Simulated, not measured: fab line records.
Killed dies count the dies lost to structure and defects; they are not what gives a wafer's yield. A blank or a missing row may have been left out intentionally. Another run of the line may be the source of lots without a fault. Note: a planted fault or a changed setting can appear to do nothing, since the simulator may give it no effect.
The same fault as seen by 3 desks    flow n5 finfet    numbers are kept per desk, each desk with only its own; the story behind them comes last

== THE DEFECT DESK ==
Per lot, the means of the sampled wafers with a number show what the inspections along the route counted. Any lot whose mean is over 4 standard deviations away from the usual mean is out of limits and marked OUT; that distance is given in the brackets.
Columns: A = raw defect count at N5_BEOL_M14_INSPECT_12, usual 2.1
lot   first seen here  A
L892  day 13 01:41     1.3
L899  day 14 16:05     3.3
L902  day 15 19:56     1.0
L904  day 16 08:23     3.0
L909  day 17 16:13     0.7
L911  day 17 20:52     1.7
L913  day 18 16:53     3.0
Result from this desk: across the 7 lots, nothing is out of limits.

== THE METROLOGY DESK ==
What the gauges read for every lot (on any tool): the sampled wafers with a number, averaged. Any lot whose mean is over 4 standard deviations away from the usual mean is out of limits and marked OUT; that distance is given in the brackets. It has 26 readings; the 7 that lie furthest out on some lot are the ones shown.
Columns: A = trench depth nm at N5_BEOL_M14_OCD_MEAS_35, usual 556 nm; B = M14_THK at N5_BEOL_M14_THK_MEAS_50, usual 552 nm; C = M14_RS at N5_BEOL_M14_RS_MEAS_54, usual 0.0333 ohm/sq; D = COMB_M10 at N5_BEOL_M15_RC_MEAS_101, usual 1.47e-11 S/m; E = SERP_M14 at N5_BEOL_M15_RC_MEAS_101, usual 0.160 ohm/um; F = SERP_M14_max_site at N5_BEOL_M15_RC_MEAS_101, usual 0.162 ohm/um; G = SERP_M6 at N5_BEOL_M15_RC_MEAS_101, usual 14.0 ohm/um
lot   first seen here  A    B    C       D         E      F      G
L892  day 13 03:38     559  557  0.0332  1.08e-11  0.159  0.161  14.1
L899  day 14 17:47     553  549  0.0335  1.68e-11  0.161  0.164  15.0
L902  day 15 21:47     530  528  0.0350  2.12e-11  0.168  0.171  13.7
L904  day 16 09:54     536  534  0.0345  1.74e-11  0.167  0.169  13.8
L909  day 17 17:42     556  556  0.0332  1.74e-11  0.156  0.158  13.5
L911  day 17 22:31     555  554  0.0334  1.46e-11  0.163  0.165  13.9
L913  day 18 18:30     561  557  0.0330  1.76e-11  0.161  0.163  14.3
Result from this desk: across the 7 lots, nothing is out of limits.

== AT THE TOOL OWNER'S DESK: rie diel-05 ==
The tool's own readings at N5_BEOL_M14_TRENCH_ETCH_34 (etches SiO2 in C4F8/O2/Ar, target depth 556.65 nm, time 126.9 s): means of the sampled wafers that have a number, for each lot that ran on this tool. Any lot whose mean is over 4 standard deviations away from the usual mean is out of limits and marked OUT; that distance is given in the brackets.
Columns: A = drypump motor current A at N5_BEOL_M14_TRENCH_ETCH_34, usual 5.7 A; B = oes product au at N5_BEOL_M14_TRENCH_ETCH_34, usual 0.81 a.u.; C = rf vpp V at N5_BEOL_M14_TRENCH_ETCH_34, usual 2211 V; D = showerhead plenum p Torr at N5_BEOL_M14_TRENCH_ETCH_34, usual 3.43 Torr; E = throttle valve pct at N5_BEOL_M14_TRENCH_ETCH_34, usual 30.82 %
lot   first seen here  A    B     C     D     E
L892  day 13 03:29     5.7  0.74  2202  3.41  30.96
L899  day 14 17:38     5.7  0.80  2210  3.41  30.85
L902  day 15 21:37     5.9  0.78  2226  3.39  30.87
L904  day 16 09:44     5.5  0.78  2211  3.37  30.80
Result from this desk: across the 4 lots, nothing is out of limits.

== ALL TOGETHER ==
No out-of-limits result turned up at the defect desk.
Nothing out of limits was seen by the metrology desk.
The tool owner's desk saw nothing out of limits.

== WHAT THE SIMULATOR HAD INSERTED ==
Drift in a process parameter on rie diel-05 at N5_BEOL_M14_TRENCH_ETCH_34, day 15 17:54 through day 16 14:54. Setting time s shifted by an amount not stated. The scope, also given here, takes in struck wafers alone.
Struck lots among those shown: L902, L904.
